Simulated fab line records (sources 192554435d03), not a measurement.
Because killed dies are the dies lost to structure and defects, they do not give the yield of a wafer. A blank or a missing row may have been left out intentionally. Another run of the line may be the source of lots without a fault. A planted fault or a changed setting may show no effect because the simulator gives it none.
Chamber matching :: flow n5-finfet :: N5_MOL_CONTACT_COAG_ETCH_15 on rie-diel-02: 4 sister chambers
The step etches SiNx in CH3F/O2, stops on Si:P, target depth 7 nm. 4 wafers are shown with their chamber, then 8 later ones without.

## EACH WAFER AND ITS CHAMBER
wafer: L091.1
chamber: 3
drypump-motor-current-A (A): 5.9

wafer: L091.2
chamber: 2
drypump-motor-current-A (A): 5.1

wafer: L091.6
chamber: 0
drypump-motor-current-A (A): 6.5

wafer: L092.1
chamber: 1
drypump-motor-current-A (A): 6.2

## WAFERS WITHOUT THEIR CHAMBER
wafer: L092.3
drypump-motor-current-A (A): 5.9

wafer: L092.4
drypump-motor-current-A (A): 5.1

wafer: L095.2
drypump-motor-current-A (A): 6.3

wafer: L095.3
drypump-motor-current-A (A): 5.1

wafer: L095.5
drypump-motor-current-A (A): 6.5

wafer: L097.1
drypump-motor-current-A (A): 5.9

wafer: L097.3
drypump-motor-current-A (A): 6.3

wafer: L097.5
drypump-motor-current-A (A): 5.1

## WHICH CHAMBER EACH ONE RAN IN
wafer: L092.3
from the rows above: 3
in truth: 3

wafer: L092.4
from the rows above: 2
in truth: 2

wafer: L095.2
from the rows above: 1
in truth: 1

wafer: L095.3
from the rows above: 2
in truth: 2

wafer: L095.5
from the rows above: 0
in truth: 0

wafer: L097.1
from the rows above: 3
in truth: 3

wafer: L097.3
from the rows above: 1
in truth: 1

wafer: L097.5
from the rows above: 2
in truth: 2
8 of 8 placed correctly. Can't be placed from these rows: 0. Wrongly placed: 0.
How it was worked out, from the rows above alone: a wafer's distance from a chamber is the root of the sum, over the readings, of the square of ((its reading less the chamber's mean) divided by the reading's scatter). The wafer belongs to the nearest chamber; if the next one is less than 2 further off, it can't be placed. A chamber's mean is the mean of its shown wafers. The scatter: with one shown wafer a chamber, the root of the mean of the squares of how far each hidden wafer lies from its nearest shown one.
